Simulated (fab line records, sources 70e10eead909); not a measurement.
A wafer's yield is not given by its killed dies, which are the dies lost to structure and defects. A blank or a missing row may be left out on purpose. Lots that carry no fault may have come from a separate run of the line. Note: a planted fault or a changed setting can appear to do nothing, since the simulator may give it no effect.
A lot that was struck, set against a sound lot | flow nand_harc | 14 steps out of a route of 1159
Sound: these wafers, L991.1, L991.4, L991.6. Struck: wafers L983.1, L983.2, L983.5. The cause is named last.
Order at every step that has rows: each side's tool, ch and its chambers, its first start. Under that, the readings that differ: sound wafers | struck wafers | difference of the means | sigmas: that difference in standard deviations of wafers without a fault.
alike: readings whose means differ by less than 2 such deviations, and words and numbers that are the same on both sides. not compared: withheld readings, readings that some wafer has no value for, bounds like >300 that may hide the same value, and numbers for which the record gives no deviation and whose values overlap.
Wherever a step has rows on one side only, a row that says differs or no value, or a row with sigmas, the two part there. When numbers do not overlap yet have no deviation, they are printed without sigmas and do not part them. A reading missing from all wafers of one side parts the sides only when that side holds two or more wafers.

NHARC_P_STI_ETCH_42: etches the open film in N2/H2, target depth 80 nm, overetch 24 nm, time 61 s.
  sound on rie_diel-09 ch 0,2,3, day 7 01:11; struck on rie_diel-13 ch 0,1, day 4 23:05
  reading                         | sound             | struck            | difference | sigmas
  rf_vpp_V (V)                    | 427.4 432.3 429.3 | 433.1 434.3 435.0 | +4.5       | +2
  showerhead_plenum_p_Torr (Torr) | 1.96 2.08 2.02    | 2.14 2.17 2.17    | +0.14      | +2
  alike: drypump_motor_current_A, mfc_ar_sccm, oes_product_au, throttle_valve_pct
  not compared: rf_hours_counter_h
NHARC_P_STI_ETCH_31: etches the open film in CF4/CHF3, target depth 108.9 nm, time 54.5 s.
  sound: rie_diel-09 ch 1,2,3; struck: rie_diel-13 ch 1,2
  alike: drypump_motor_current_A, mfc_ar_sccm, oes_product_au, rf_vpp_V, showerhead_plenum_p_Torr, throttle_valve_pct
  not compared: rf_hours_counter_h
NHARC_P_STI_ETCH_15: etches the open film in HBr/Cl2, target depth 300 nm, time 100.1 s.
  sound on rie_si-03 ch 0,1,2, day 7 01:23; struck on rie_si-01 ch 1,2,3, day 4 23:20
  alike: drypump_motor_current_A, hbr_flow_sccm, mfc_cl2_sccm, oes_product_au, throttle_valve_pct
  not compared: rf_hours_counter_h
NHARC_P_STI_CD_MEAS_16:
  sound on cd_sem-01 at day 7 01:32; struck on cd_sem-01 at day 4 23:28
  alike: cd_nm
NHARC_P_STI_OCD_MEAS_17:
  sound on ocd-02 at day 7 01:38; struck on ocd-02 at day 4 23:33
  alike: trench_depth_nm, trench_foot_cd_nm
then, 3 steps without rows for these wafers: NHARC_P_STI_STRIP_19 (strips in SPM, time 900 s); NHARC_P_STI_PRECLEAN_32 (cleans in SC1); NHARC_P_STI_SRD_23.
NHARC_P_STI_OCD_MEAS_43:
  sound on ocd-01 at day 7 02:08; struck on ocd-01 at day 5 00:04
  alike: trench_depth_nm, trench_foot_cd_nm
then, 3 steps without rows for these wafers: NHARC_P_STI_OXIDE_33 (material SiO2, target thk 10 nm, ox time 281 s); NHARC_P_STI_HDPCVD_20 (deposits SiO2); NHARC_P_STI_ANNEAL_34 (time 1800 s).
NHARC_P_STI_CMP_21: polishes, t overpolish 20 s, target thk 380.67 nm.
  sound on cmp-04 ch 0,2,3, day 7 22:34; struck on cmp-03 ch 1,2, day 5 22:11
  reading              | sound                | struck               | difference | sigmas
  overpolish_run_s (s) | 20.001 19.998 19.996 | 72.971 72.999 72.959 | +52.978    | +99 or more
  t_overpolish_s (s)   | 20 20 20             | 72.979 72.979 72.979 | +52.979    |
  alike: motor_current_A
NHARC_END_SORT_01:
  the record has rows for the sound wafers here (prober-01 ch 0, day 23 20:38) and none for the struck ones

## WHERE THEY PART
At NHARC_P_STI_ETCH_42 first; at NHARC_END_SORT_01 last (within this record only).

WHY: what had been put in by the simulator
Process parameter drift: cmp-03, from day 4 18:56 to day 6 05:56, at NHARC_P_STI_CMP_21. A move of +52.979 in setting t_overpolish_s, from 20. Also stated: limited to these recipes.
